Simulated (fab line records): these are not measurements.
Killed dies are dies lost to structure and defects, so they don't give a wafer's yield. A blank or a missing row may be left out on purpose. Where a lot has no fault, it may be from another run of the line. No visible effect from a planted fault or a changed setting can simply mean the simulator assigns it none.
fab line records	flow n5Finfet
record: lots: 10	wafers: 30	lastDay: 17
route steps=1938 shown BEOL_M8@1369 TV_LITHO@1883 TV_OPEN@1889 PASSIVATION@1905
lots with no fault: from the same line, run without faults
startH: start of the lot's first displayed wafer, in hours after the record's first day	waitH: hours since the lot's step before	" the same as in the row above	L1.1+2: one row covering several wafers at once	- value missing, or start not given	* or withheld: withheld	< > ~ a bound
route shown NAME@n: names a module that has steps shown in the file, with the first one's number in the route	usual: mean/standard deviation taken from wafers without a fault	same: alike in all rows	chamber/n: place in a boat	sites: the reading at each site	_std_site: their standard deviation	_edge_site: outer sites' mean less inner sites'	radiusMm: for every site, how far away it sits from the centre of the wafer	mask NAME#n: copy n	behind: the tool/chamber that last shaped the wafer	hold: why the lot was held/for how many hours/how that ended	device: transistor that didn't switch, given as n, p or np	end of line: tests run on the same wafers once the route is complete	step lacking rows: just its recipe	killed: count of dies lost to structure and defects at first sort (not the wafer's yield)	map: the dies of a wafer, with x for killed, . for not killed, _ for no die there
set.NAME: the run value of the setting; set.NAME@STEP: its run value at that earlier step	model.NAME: the simulator's own value behind a step, which no gauge read
the route's steps for a sample of lots (tables are steps, rows are wafers)
services: the hour from which a tool's chamber was out of use, counted from the record's first day as startH (under 0 if before that day), plus the number of hours and why
== steps ==
step: N5_BEOL_M8_ETCH_72
recipe: chemistry: N2/H2	target: underlayer	targetDepthA: 65	maskMaterial: CAR-EUV	timeS: 5.2	ionEnergyEv: 200	pressureMtorr: 30	sourceW: 840	biasW: 150	n2FlowSccm: 200	h2FlowSccm: 200	ends: cleared
usual: drypumpMotorCurrentA: 5.5/0.41	etchRfOnTimeS: 5.15/0.12	oesProductAu: 0.69/0.07	rfVppV: 524.4/2.7	showerheadPlenumPTorr: 2.56/0.081	throttleValvePct: 17.91/0.22
lot.wafer	tool	chamber	startH	waitH	drypumpMotorCurrentA	etchRfOnTimeS	oesProductAu	rfHoursCounterH	rfVppV	showerheadPlenumPTorr	throttleValvePct
L867.2	rieDiel-06	0	200.24	0.0	5.8	5.31	0.59	221	524.2	2.52	17.81
L867.5	"	1	"	"	5.3	5.20	0.60	-	523.4	2.63	18.23
L867.6	"	0	"	"	5.8	5.24	0.60	-	521.7	2.52	17.82
L868.1	rieDiel-02	2	203.00	0.0	5.8	5.12	0.73	55	522.2	2.47	17.87
L868.2	"	1	"	"	6.2	5.13	0.65	132	522.1	2.57	17.99
L868.4	"	3	"	"	5.1	5.04	0.70	67	524.1	2.58	17.87
L870.1	rieDiel-02	1	217.23	0.0	6.2	5.04	0.65	138	524.9	2.56	18.00
L870.4	"	3	"	"	5.1	5.08	0.69	72	526.1	2.57	17.87
L870.6	"	2	"	"	5.7	5.09	0.73	-	523.5	2.47	17.90
L869.1	rieDiel-02	1	219.44	0.0	6.2	5.08	0.65	139	523.6	2.56	18.02
L869.2	"	3	"	"	5.1	5.13	0.69	73	523.6	2.57	17.87
L869.4	"	2	"	"	5.8	5.06	0.73	61	521.7	2.47	17.90
L871.1	rieDiel-03	2	224.79	0.0	5.5	5.17	0.65	149	526.4	2.66	18.10
L871.3	"	1	"	"	6.2	4.84	0.60	247	521.9	2.51	18.49
L871.5	"	3	"	"	6.2	5.19	0.69	-	523.9	2.58	17.74
L876.2	rieDiel-03	0	249.27	0.0	5.4	4.95	0.85	5	530.8	2.71	17.49
L876.5	"	0	"	"	5.4	4.97	0.83	-	531.3	2.71	17.46
L876.6	"	3	"	"	6.2	5.16	0.69	-	524.8	2.57	17.76
L878.2	rieDiel-06	1	268.87	0.0	5.3	5.23	0.58	224	527.5	2.63	18.26
L878.4	"	2	"	"	5.4	5.13	0.75	47	528.6	2.70	17.57
L878.5	"	1	"	"	5.3	5.26	0.58	-	526.4	2.63	18.30
L879.1	rieDiel-02	3	275.97	0.0	5.1	5.11	0.68	95	522.8	2.56	17.91
L879.2	"	2	"	"	5.7	5.16	0.70	84	523.0	2.46	17.93
L879.6	"	1	"	"	6.2	5.12	0.64	-	523.7	2.56	18.06
L885.2	rieDiel-06	1	310.62	0.0	5.3	5.16	0.58	239	528.5	2.62	18.29
L885.4	"	2	"	"	5.4	5.14	0.74	-	528.7	2.69	17.59
L885.5	"	3	"	"	5.0	5.37	0.71	-	523.0	2.46	17.91
L889.1	rieDiel-06	3	330.22	0.0	4.9	5.38	0.70	65	521.1	2.46	17.91
L889.4	"	1	"	"	5.3	5.16	0.58	246	527.0	2.62	18.31
L889.5	"	2	"	"	5.4	5.07	0.73	-	530.1	2.69	17.64
step: N5_PASSIVATION_CD_MEAS_10
recipe: targetCdNm: 3000	landingEnergyEv: 500	detector: seInlens
usual: cdNm: 2998.5/1.9
lot.wafer	tool	chamber	startH	waitH	cdNm
L867.2	cdSem-01	0	255.11	-	2998.8
L867.5	"	0	"	"	2999.9
L867.6	"	0	"	"	2998.1
L868.1	cdSem-01	0	266.38	-	2999.5
L868.2	"	0	"	"	2998.4
L868.4	"	0	"	"	2998.1
L869.1	cdSem-03	0	271.37	-	2994.9
L869.2	"	0	"	"	2997.9
L869.4	"	0	"	"	2996.8
L870.1	cdSem-02	0	276.05	-	3001.4
L870.4	"	0	"	"	3000.6
L870.6	"	0	"	"	2999.3
L871.1	cdSem-01	0	284.41	-	2996.0
L871.3	"	0	"	"	2995.9
L871.5	"	0	"	"	2998.3
L876.2	cdSem-01	0	311.81	-	3003.2
L876.5	"	0	"	"	2995.9
L876.6	"	0	"	"	3000.7
L878.2	cdSem-02	0	327.27	-	3000.2
L878.4	"	0	"	"	2997.7
L878.5	"	0	"	"	2997.9
L879.1	cdSem-03	0	347.17	-	2999.7
L879.2	"	0	"	"	2999.5
L879.6	"	0	"	"	2998.7
L885.2	cdSem-01	0	371.51	-	2998.7
L885.4	"	0	"	"	3004.1
L885.5	"	0	"	"	3000.4
L889.1	cdSem-01	0	402.39	-	2998.6
L889.4	"	0	"	"	3001.3
L889.5	"	0	"	"	2998.0
step: N5_PASSIVATION_STRIP_14
recipe: chemistry: O2	powerW: 600	tempC: 60	pressureMtorr: 30	rfFrequencyHz: 6e+07	biasPowerW: 0	overashFraction: 0.5	o2FlowSccm: 225
usual: drypumpMotorCurrentA: 5.8/0.42	oesProductAu: 0.77/0.088	rfVppV: 3.7/0.86	showerheadPlenumPTorr: 2.09/0.073	throttleValvePct: 16.64/0.24
lot.wafer	tool	chamber	startH	waitH	drypumpMotorCurrentA	oesProductAu	rfHoursCounterH	rfVppV	showerheadPlenumPTorr	throttleValvePct
L867.2	rieDiel-01	3	255.55	0.1	5.5	0.70	231	3.8	2.16	16.80
L867.5	"	2	"	"	5.5	0.69	-	3.1	2.15	16.82
L867.6	"	1	"	"	5.6	0.71	-	3.9	2.09	16.90
L868.1	rieDiel-05	3	266.82	0.1	5.5	0.72	211	2.7	1.99	16.63
L868.2	"	1	"	"	5.7	0.78	129	3.0	1.95	16.95
L868.4	"	3	"	"	5.5	0.72	-	3.8	1.99	16.61
L869.1	rieDiel-01	3	271.84	0.1	5.5	0.68	235	2.9	2.16	16.78
L869.2	"	1	"	"	5.6	0.70	211	3.7	2.09	16.93
L869.4	"	0	"	"	5.3	0.93	27	3.8	2.14	16.28
L870.1	rieDiel-05	2	276.59	0.1	5.5	0.84	61	4.3	2.14	16.33
L870.4	"	1	"	"	5.7	0.79	133	2.1	1.95	16.97
L870.6	"	2	"	"	5.6	0.84	-	4.3	2.14	16.34
L871.1	rieDiel-01	1	284.85	0.1	5.6	0.69	216	4.4	2.08	16.95
L871.3	"	3	"	"	5.5	0.67	240	4.3	2.15	16.80
L871.5	"	3	"	"	5.5	0.68	-	3.9	2.15	16.80
L876.2	rieDiel-04	3	312.36	0.1	5.4	0.82	98	4.6	2.03	16.49
L876.5	"	0	"	"	6.5	0.76	-	5.6	2.18	16.89
L876.6	"	3	"	"	5.4	0.83	-	2.9	2.03	16.49
L878.2	rieDiel-04	0	327.81	0.1	6.6	0.78	146	4.3	2.18	16.87
L878.4	"	1	"	"	6.5	0.68	220	3.2	2.08	16.72
L878.5	"	1	"	"	6.5	0.68	-	1.5	2.08	16.72
L879.1	rieDiel-04	0	347.62	0.1	6.5	0.76	153	4.2	2.18	16.89
L879.2	"	3	"	"	5.4	0.82	109	3.8	2.02	16.52
L879.6	"	0	"	"	6.6	0.78	-	2.5	2.18	16.86
L885.2	rieDiel-04	1	371.95	0.1	6.4	0.67	234	3.3	2.08	16.76
L885.4	"	3	"	"	5.4	0.81	117	4.1	2.02	16.52
L885.5	"	1	"	"	6.5	0.68	-	4.5	2.08	16.74
L889.1	rieDiel-04	3	403.04	0.1	5.4	0.79	128	3.1	2.02	16.54
L889.4	"	2	"	"	5.6	0.71	207	4.0	2.06	16.37
L889.5	"	2	"	"	5.6	0.72	-	2.7	2.06	16.38
step: N5_PASSIVATION_CD_MEAS_30
recipe: targetCdNm: 4000	landingEnergyEv: 500	detector: seInlens	polarity: opening
usual: cdNm: 3999.3/1.6
lot.wafer	tool	chamber	startH	waitH	cdNm
L867.2	cdSem-03	0	257.86	-	3999.1
L867.5	"	0	"	"	3998.4
L867.6	"	0	"	"	3998.3
L868.1	cdSem-01	0	268.46	-	4001.0
L868.2	"	0	"	"	4001.6
L868.4	"	0	"	"	4001.4
L869.1	cdSem-01	0	273.44	-	3999.0
L869.2	"	0	"	"	3997.9
L869.4	"	0	"	"	3998.4
L870.1	cdSem-02	0	278.13	-	4001.4
L870.4	"	0	"	"	4001.6
L870.6	"	0	"	"	4001.1
L871.1	cdSem-02	0	286.13	-	4001.7
L871.3	"	0	"	"	4002.1
L871.5	"	0	"	"	4002.5
L876.2	cdSem-02	0	313.75	-	3998.8
L876.5	"	0	"	"	4000.1
L876.6	"	0	"	"	3999.2
L878.2	cdSem-01	0	329.06	-	3998.2
L878.4	"	0	"	"	3997.8
L878.5	"	0	"	"	3996.1
L879.1	cdSem-02	0	348.87	-	4000.6
L879.2	"	0	"	"	3997.7
L879.6	"	0	"	"	4000.2
L885.2	cdSem-01	0	373.66	-	3998.8
L885.4	"	0	"	"	3996.4
L885.5	"	0	"	"	3999.3
L889.1	cdSem-02	0	404.13	-	3997.4
L889.4	"	0	"	"	3998.6
L889.5	"	0	"	"	3998.5
step: N5_PASSIVATION_PROBE_49
usual: defectLimitedYield: 91.0/1.4	killed_at_M0_to_M3: 35/10	killed_at_M4_up: 13/6	killedAtContacts: 13/6.4	killedAtFrontEnd: 42/12	killedAtOther: 3.2/2.4	killedDies: 107/17	killedOnRim: 15/4.1	killedOpen: 69/13	killedShort: 33/7.3	sort_bin_4_leakage: 0.00/0.022	sort_bin_5_function: 5.3/0.92	sort_bin_6_memory: 3.3/0.66	sort_bin_8_speed: 0.00/0.035	sortNPass: 1073/17	sortYieldPct: 90.9/1.4
same: grossDies: 1180	killedAtBackSide: 0
lot.wafer	tool	chamber	startH	waitH	defectLimitedYield[%]	killed_at_M0_to_M3	killed_at_M4_up	killedAtContacts	killedAtFrontEnd	killedAtOther	killedDies	killedOnRim	killedOpen	killedShort	sort_bin_4_leakage[%]	sort_bin_5_function[%]	sort_bin_6_memory[%]	sort_bin_8_speed[%]	sortNPass	sortYieldPct[%]
L867.2	prober-02	-	265.21	0.1	90.7	33	10	18	46	3	110	16	67	38	0	5.2	3.6	0	1070	90.7
L867.5	prober-02	-	265.36	0.2	91.1	25	13	20	43	4	105	17	71	29	0	4.7	3.5	0	1075	91.1
L867.6	prober-02	-	265.41	0.3	88.6	27	12	20	74	2	135	24	75	57	0	6.8	4.3	0	1045	88.6
L868.1	prober-01	-	273.75	0.0	90.7	18	16	13	58	5	110	18	59	42	0	4.8	3.7	0	1070	90.7
L868.2	prober-01	-	273.80	0.1	91.5	35	10	14	38	3	100	18	59	37	0	5.1	3.2	0	1080	91.5
L868.4	prober-01	-	273.90	0.2	91.2	36	9	20	28	11	104	19	54	42	0	5.3	3.1	0	1076	91.2
L869.1	prober-02	-	278.56	0.3	90.8	43	6	11	46	2	108	21	57	43	0	4.7	3.6	0	1072	90.8
L869.2	prober-02	-	278.61	0.3	88.4	71	7	15	41	3	137	20	77	56	0	6.9	4.4	0.25	1040	88.1
L869.4	prober-02	-	278.71	0.4	90.1	42	10	15	42	8	117	15	78	29	0	5.8	3.6	0	1063	90.1
L870.1	prober-01	-	283.23	0.0	90.9	36	26	4	36	5	107	12	70	34	0	5.0	3.7	0	1073	90.9
L870.4	prober-01	-	283.38	0.2	89.2	28	19	11	66	3	127	18	77	43	0	6.3	3.7	0	1053	89.2
L870.6	prober-01	-	283.48	0.3	91.9	33	21	4	36	1	95	14	67	22	0	4.9	2.8	0	1085	91.9
L871.1	prober-02	-	291.53	0.0	93.1	18	13	4	44	2	81	15	46	33	0	4.2	2.5	0	1099	93.1
L871.3	prober-02	-	291.63	0.1	91.4	11	11	29	47	4	102	16	60	34	0	4.8	3.2	0	1078	91.4
L871.5	prober-02	-	291.73	0.2	93.2	21	17	8	31	3	80	9	52	24	0	4.5	1.9	0	1100	93.2
L876.2	prober-02	-	319.21	0.1	90.2	37	11	17	49	2	116	16	74	38	0	5.6	3.6	0	1064	90.2
L876.5	prober-02	-	319.36	0.2	89.7	45	10	8	56	2	121	20	81	33	0	7.3	2.7	0	1059	89.7
L876.6	prober-02	-	319.41	0.3	90.3	57	7	15	32	3	114	19	66	40	0	6.4	3.0	0	1066	90.3
L878.2	prober-01	-	334.07	0.1	93.8	19	9	12	33	0	73	6	50	15	0	3.6	2.6	0	1107	93.8
L878.4	prober-01	-	334.17	0.2	93.1	28	8	12	32	2	82	11	55	22	0	4.1	2.6	0	1098	93.1
L878.5	prober-01	-	334.22	0.2	91.5	36	16	6	41	1	100	16	62	29	0	5.2	3.1	0	1080	91.5
L879.1	prober-01	-	353.77	0.0	81.7	26	145	11	32	2	216	15	50	28	0.08	12.1	3.8	0	963	81.6
L879.2	prober-01	-	353.82	0.1	92.2	16	7	9	57	3	92	13	58	23	0	4.3	2.9	0	1088	92.2
L879.6	prober-01	-	354.02	0.3	93.6	36	10	8	22	0	76	14	50	24	0	3.1	3.2	0	1104	93.6
L885.2	prober-02	-	378.96	0.1	91.9	26	11	9	46	3	95	14	65	23	0	4.6	2.6	0	1085	91.9
L885.4	prober-02	-	379.06	0.2	92.2	24	6	23	37	2	92	13	56	34	0	4.5	2.9	0	1088	92.2
L885.5	prober-02	-	379.11	0.2	90.7	26	19	9	54	2	110	17	68	39	0	5.8	3.3	0	1070	90.7
L889.1	prober-02	-	409.21	0.0	93.0	33	8	17	22	3	83	13	60	21	0	3.1	3.5	0	1097	93.0
L889.4	prober-02	-	409.36	0.2	92.0	41	5	17	27	4	94	14	59	34	0	5.1	2.5	0	1086	92.0
L889.5	prober-02	-	409.41	0.2	91.8	25	13	14	42	3	97	7	63	32	0	4.7	2.7	0	1083	91.8
killed by level:class
L867.2 MOL_CONTACT_COAG:geometricParticle:open=18 GATE_CUT:geometricParticle:short=7 BEOL_M0_SAQP:geometricParticle:short=7 BEOL_M2:geometricParticle:open=7 ILD0:geometricParticle:open=6 GATE_CUT:geometricParticle:open=6 FIN_SAQP:geometricParticle:short=5 BEOL_M4:geometricParticle:open=5
L867.5 MOL_CONTACT_COAG:geometricParticle:open=15 STI_FIN_REVEAL:geometricParticle:open=7 DUMMY_GATE:geometricParticle:open=6 BEOL_M1:geometricParticle:open=6 FIN_SAQP:geometricParticle:short=5 FIN_SAQP:geometricParticle:open=5 GATE_CUT:geometricParticle:short=5 GATE_CUT:geometricParticle:open=5
L867.6 FIN_SAQP:geometricParticle:short=15 MOL_CONTACT_COAG:geometricParticle:open=13 STI_FIN_REVEAL:geometricParticle:open=11 GATE_CUT:geometricParticle:open=9 GATE_CUT:geometricParticle:short=9 STARTING-WAFER:geometricParticle:short=8 MOL_CONTACT_COAG:geometricParticle:short=7 BEOL_M0_SAQP:geometricParticle:short=7
L868.1 FIN_SAQP:geometricParticle:short=17 FIN_SAQP:geometricParticle:open=15 MOL_CONTACT_COAG:geometricParticle:open=9 BEOL_M4:geometricParticle:open=7 STI_FIN_REVEAL:geometricParticle:open=6 BEOL_M0_SAQP:geometricParticle:open=5 BEOL_M0_SAQP:geometricParticle:short=5 HKMG_FIN:areaEtch=4
L868.2 BEOL_M0_SAQP:geometricParticle:open=12 MOL_CONTACT_COAG:geometricParticle:open=11 FIN_SAQP:geometricParticle:short=10 BEOL_M0_SAQP:geometricParticle:short=9 BEOL_M3:geometricParticle:open=7 FIN_SAQP:geometricParticle:open=5 STI_FIN_REVEAL:geometricParticle:open=4 STI_FIN_REVEAL:geometricParticle:short=3
L868.4 MOL_CONTACT_COAG:geometricParticle:open=14 BEOL_M0_SAQP:geometricParticle:short=13 BEOL_M3:geometricParticle:open=7 FIN_SAQP:geometricParticle:short=6 BEOL_M0_SAQP:geometricParticle:open=6 GATE_CUT:geometricParticle:short=5 PASS1_CAP:geometricParticle:short=5 FIN_SAQP:geometricParticle:open=3
L869.1 FIN_SAQP:geometricParticle:short=11 BEOL_M0_SAQP:geometricParticle:open=11 BEOL_M0_SAQP:geometricParticle:short=10 MOL_CONTACT_COAG:geometricParticle:open=8 HKMG_FIN:areaEtch=6 BEOL_M1:geometricParticle:open=5 FIN_SAQP:geometricParticle:open=4 GATE_CUT:geometricParticle:open=4
L869.2 BEOL_M3:geometricParticle:open=17 BEOL_M0_SAQP:geometricParticle:short=16 BEOL_M1:geometricParticle:open=12 MOL_CONTACT_COAG:geometricParticle:open=11 GATE_CUT:geometricParticle:short=8 BEOL_M0_SAQP:geometricParticle:open=8 BEOL_M3:geometricParticle:short=6 BEOL_M2:geometricParticle:open=6
L869.4 BEOL_M0_SAQP:geometricParticle:open=15 MOL_CONTACT_COAG:geometricParticle:open=11 STI_FIN_REVEAL:geometricParticle:open=6 GATE_CUT:geometricParticle:open=6 BEOL_M3:geometricParticle:open=6 BEOL_M2:geometricParticle:short=5 HKMG_FIN:areaEtch=5 FIN_SAQP:geometricParticle:open=4
L870.1 BEOL_M3:geometricParticle:open=11 BEOL_M0_SAQP:geometricParticle:short=10 FIN_SAQP:geometricParticle:open=9 BEOL_M4:geometricParticle:open=8 STI_FIN_REVEAL:geometricParticle:open=6 FIN_SAQP:geometricParticle:short=5 BEOL_M5:geometricParticle:open=5 MOL_CONTACT_COAG:geometricParticle:open=4
L870.4 FIN_SAQP:geometricParticle:open=12 MOL_CONTACT_COAG:geometricParticle:open=11 STI_FIN_REVEAL:geometricParticle:open=10 BEOL_M3:geometricParticle:open=10 BEOL_M4:geometricParticle:open=9 GATE_CUT:geometricParticle:short=8 FIN_SAQP:geometricParticle:short=7 BEOL_M0_SAQP:geometricParticle:short=6
L870.6 STI_FIN_REVEAL:geometricParticle:open=11 BEOL_M2:geometricParticle:open=11 BEOL_M4:geometricParticle:open=9 BEOL_M1:geometricParticle:open=6 GATE_CUT:geometricParticle:short=5 FIN_SAQP:geometricParticle:open=4 MOL_CONTACT_COAG:geometricParticle:open=4 BEOL_M2:geometricParticle:short=4
L871.1 FIN_SAQP:geometricParticle:short=15 FIN_SAQP:geometricParticle:open=8 STI_FIN_REVEAL:geometricParticle:open=7 MOL_CONTACT_COAG:geometricParticle:open=4 BEOL_M4:geometricParticle:open=4 BEOL_M0_SAQP:geometricParticle:short=3 BEOL_M0:geometricParticle:open=3 BEOL_M1:geometricParticle:short=3
L871.3 MOL_CONTACT_COAG:geometricParticle:open=25 FIN_SAQP:geometricParticle:short=11 FIN_SAQP:geometricParticle:open=6 STI_FIN_REVEAL:geometricParticle:open=4 PASS1_CAP:geometricParticle:short=4 STARTING-WAFER:geometricParticle:short=4 ILD0:geometricParticle:open=3 GATE_CUT:geometricParticle:open=3
L871.5 MOL_CONTACT_COAG:geometricParticle:open=7 FIN_SAQP:geometricParticle:short=6 FIN_SAQP:geometricParticle:open=5 STI_FIN_REVEAL:geometricParticle:open=5 BEOL_M3:geometricParticle:open=5 BEOL_M1:geometricParticle:open=4 GATE_CUT:geometricParticle:short=4 BEOL_M2:geometricParticle:open=4
L876.2 MOL_CONTACT_COAG:geometricParticle:open=16 STI_FIN_REVEAL:geometricParticle:open=13 BEOL_M0_SAQP:geometricParticle:open=10 STI_FIN_REVEAL:geometricParticle:short=8 BEOL_M0_SAQP:geometricParticle:short=8 FIN_SAQP:geometricParticle:open=7 GATE_CUT:geometricParticle:short=5 BEOL_M3:geometricParticle:open=5
L876.5 BEOL_M0_SAQP:geometricParticle:open=11 STI_FIN_REVEAL:geometricParticle:open=11 FIN_SAQP:geometricParticle:open=10 DUMMY_GATE:geometricParticle:open=9 BEOL_M3:geometricParticle:open=9 BEOL_M2:geometricParticle:open=7 MOL_CONTACT_COAG:geometricParticle:open=6 FIN_SAQP:geometricParticle:short=5
L876.6 BEOL_M0_SAQP:geometricParticle:short=16 BEOL_M3:geometricParticle:open=16 BEOL_M0_SAQP:geometricParticle:open=10 BEOL_M2:geometricParticle:open=8 MOL_CONTACT_COAG:geometricParticle:open=7 FIN_SAQP:geometricParticle:open=6 STI_FIN_REVEAL:geometricParticle:open=5 FIN_SAQP:geometricParticle:short=4
L878.2 FIN_SAQP:geometricParticle:open=11 MOL_CONTACT_COAG:geometricParticle:open=9 FIN_SAQP:geometricParticle:short=5 STARTING-WAFER:geometricParticle:open=5 BEOL_M0_SAQP:geometricParticle:open=4 BEOL_M0_SAQP:geometricParticle:short=4 BEOL_M1:geometricParticle:open=3 BEOL_M6:geometricParticle:open=3
L878.4 MOL_CONTACT_COAG:geometricParticle:open=9 FIN_SAQP:geometricParticle:open=8 DUMMY_GATE:geometricParticle:open=7 BEOL_M0_SAQP:geometricParticle:short=7 BEOL_M1:geometricParticle:open=5 BEOL_M0_SAQP:geometricParticle:open=4 BEOL_M2:geometricParticle:open=4 BEOL_M4:geometricParticle:open=4
L878.5 FIN_SAQP:geometricParticle:open=17 BEOL_M1:geometricParticle:open=11 FIN_SAQP:geometricParticle:short=9 BEOL_M0_SAQP:geometricParticle:open=8 BEOL_M4:geometricParticle:open=7 GATE_CUT:geometricParticle:short=5 BEOL_M0_SAQP:geometricParticle:short=4 MOL_CONTACT_COAG:geometricParticle:short=3
L879.1 BEOL_M8:unspecified=131 BEOL_M4:geometricParticle:open=9 DUMMY_GATE:geometricParticle:open=8 FIN_SAQP:geometricParticle:short=7 MOL_CONTACT_COAG:geometricParticle:open=6 BEOL_M0_SAQP:geometricParticle:open=6 STI_FIN_REVEAL:geometricParticle:open=5 BEOL_M2:geometricParticle:open=5
L879.2 STI_FIN_REVEAL:geometricParticle:open=18 DUMMY_GATE:geometricParticle:open=6 MOL_CONTACT_COAG:geometricParticle:open=6 FIN_SAQP:geometricParticle:open=4 STI_FIN_REVEAL:geometricParticle:short=4 ILD0:geometricParticle:short=4 GATE_CUT:geometricParticle:short=4 BEOL_M2:geometricParticle:open=4
L879.6 STI_FIN_REVEAL:geometricParticle:open=9 BEOL_M0_SAQP:geometricParticle:short=8 BEOL_M0_SAQP:geometricParticle:open=7 BEOL_M4:geometricParticle:open=7 BEOL_M2:geometricParticle:open=7 BEOL_M3:geometricParticle:open=7 MOL_CONTACT_COAG:geometricParticle:open=4 MOL_CONTACT_COAG:geometricParticle:short=3
L885.2 STI_FIN_REVEAL:geometricParticle:open=18 DUMMY_GATE:geometricParticle:open=8 BEOL_M0_SAQP:geometricParticle:short=7 MOL_CONTACT_COAG:geometricParticle:open=7 HKMG_FIN:areaEtch=7 BEOL_M4:geometricParticle:open=5 BEOL_M1:geometricParticle:open=4 BEOL_M2:geometricParticle:open=4
L885.4 MOL_CONTACT_COAG:geometricParticle:open=19 GATE_CUT:geometricParticle:short=13 BEOL_M3:geometricParticle:open=10 STI_FIN_REVEAL:geometricParticle:open=6 MOL_CONTACT_COAG:geometricParticle:short=4 BEOL_M1:geometricParticle:short=4 FIN_SAQP:geometricParticle:short=3 FIN_SAQP:geometricParticle:open=3
L885.5 STI_FIN_REVEAL:geometricParticle:open=21 FIN_SAQP:geometricParticle:short=7 BEOL_M4:geometricParticle:open=6 STI_FIN_REVEAL:geometricParticle:short=5 BEOL_M0_SAQP:geometricParticle:short=5 BEOL_M3:geometricParticle:open=5 BEOL_M5:geometricParticle:open=5 FIN_CUT:geometricParticle:open=4
L889.1 MOL_CONTACT_COAG:geometricParticle:open=13 BEOL_M0_SAQP:geometricParticle:open=11 STI_FIN_REVEAL:geometricParticle:open=5 BEOL_M4:geometricParticle:open=5 BEOL_M3:geometricParticle:open=4 MOL_CONTACT_COAG:geometricParticle:short=4 BEOL_M0_SAQP:geometricParticle:short=4 BEOL_M0:geometricParticle:open=4
L889.4 MOL_CONTACT_COAG:geometricParticle:open=13 BEOL_M0_SAQP:geometricParticle:open=10 BEOL_M0_SAQP:geometricParticle:short=7 GATE_CUT:geometricParticle:short=6 BEOL_M2:geometricParticle:open=5 BEOL_M3:geometricParticle:open=5 BEOL_M3:geometricParticle:short=5 MOL_CONTACT_COAG:geometricParticle:short=4
L889.5 STI_FIN_REVEAL:geometricParticle:open=13 MOL_CONTACT_COAG:geometricParticle:open=11 BEOL_M2:geometricParticle:open=8 FIN_SAQP:geometricParticle:open=7 BEOL_M4:geometricParticle:open=6 STARTING-WAFER:geometricParticle:open=5 FIN_SAQP:geometricParticle:short=4 GATE_CUT:geometricParticle:short=4
== services ==
tool	chamber	startH	hours	kind
rieDiel-06	-	178.23	14.6	pm
rieDiel-04	2	186.18	3.8	repair
rieDiel-05	1	199.14	22.3	repair
rieDiel-06	2	210.88	4.2	repair
rieDiel-04	-	219.11	0.4	repair
rieDiel-06	-	246.45	15.6	pm
rieDiel-05	2	262.35	13.6	repair
rieDiel-03	1	272.43	3.8	repair
rieDiel-05	-	292.60	0.7	repair
rieDiel-06	1	325.72	3.3	repair
rieDiel-05	1	328.40	64.7	repair
rieDiel-01	3	333.67	1.7	repair
rieDiel-06	0	334.10	3.4	repair
rieDiel-06	3	336.91	10.0	repair
rieDiel-01	-	342.24	0.3	repair
rieDiel-05	0	348.81	15.9	repair
rieDiel-06	-	351.65	0.6	repair
rieDiel-01	-	354.16	0.9	repair
rieDiel-03	1	356.01	2.6	repair
rieDiel-03	1	368.38	5.3	repair
rieDiel-01	0	371.81	12.2	repair
rieDiel-05	-	372.31	2.8	pm
rieDiel-02	0	379.52	4.8	repair
rieDiel-02	-	379.68	0.7	repair
== key ==
firstSign: step: N5_PASSIVATION_PROBE_49	reading: killed_at_M4_up	direction: up	sigmas: 22	usual: 13	struck: 145
effect: step: N5_PASSIVATION_PROBE_49	reading: killedDies	direction: up	sigmas: 6.6	usual: 107	struck: 216
moreKillsBornAt: N5_BEOL_M8_ETCH_72@rieDiel-02: 131
metAt N5_BEOL_M8_ETCH_72
struckLots L879
struckWafers L879.1
notActingAt N5_PASSIVATION_CD_MEAS_10,N5_PASSIVATION_STRIP_14,N5_PASSIVATION_CD_MEAS_30
onsetBetween 219.44 275.97
fault: kind: chamberParticleSource	tool: rieDiel-02	chamber: 3	onsetH: 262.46	steps: N5_BEOL_M8_ETCH_72	ratePerVisitCm2: 0.91661	endH: 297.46
